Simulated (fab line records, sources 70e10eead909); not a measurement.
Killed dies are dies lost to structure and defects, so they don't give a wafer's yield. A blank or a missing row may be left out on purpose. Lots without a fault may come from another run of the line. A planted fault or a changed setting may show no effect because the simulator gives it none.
Chamber matching | flow nand_harc | NHARC_A_M1_PRE_CLEAN_32 on pecvd-03: 3 sister chambers
The step time 12 s. 6 wafers are shown with their chamber, then 12 later ones without.

WAFERS WITH THEIR CHAMBER
wafer  | chamber | heater_power_w (W)
L087.5 | 1       | 604
L088.2 | 0       | 480
L088.5 | 2       | 698
L092.1 | 2       | 701
L092.2 | 0       | 501
L092.5 | 1       | 675

WAFERS WITHOUT THEIR CHAMBER
wafer  | heater_power_w (W)
L093.3 | 642
L093.5 | 701
L093.6 | 663
L096.1 | 712
L096.5 | 671
L096.6 | 726
L097.2 | 503
L097.3 | 641
L097.6 | 609
L097.1 | 604
L097.4 | 512
L097.5 | 645

WHICH CHAMBER EACH WENT THROUGH
wafer  | from the rows above     | in truth
L093.3 | can't be placed: 1 or 2 | 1
L093.5 | can't be placed: 2 or 1 | 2
L093.6 | can't be placed: 1 or 2 | 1
L096.1 | can't be placed: 2 or 1 | 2
L096.5 | can't be placed: 2 or 1 | 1
L096.6 | can't be placed: 2 or 1 | 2
L097.2 | 0                       | 0
L097.3 | can't be placed: 1 or 2 | 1
L097.6 | can't be placed: 1 or 2 | 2
L097.1 | can't be placed: 1 or 2 | 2
L097.4 | 0                       | 0
L097.5 | can't be placed: 1 or 2 | 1
Placed correctly: 2 of 12. Can't be placed from these rows: 10 (the true chamber is among the candidates in 10). Placed wrongly: 0.
How it was worked out, from the rows above alone: a wafer's distance from a chamber is the root of the sum, over the readings, of the square of ((its reading less the chamber's mean) divided by the reading's scatter). The wafer belongs to the nearest chamber; if the next one is less than 2 further off, it can't be placed. A chamber's mean is the mean of its shown wafers. The scatter: the root of (the sum of the squares of (reading less its chamber's mean) over the shown wafers, divided by (wafers less chambers)).
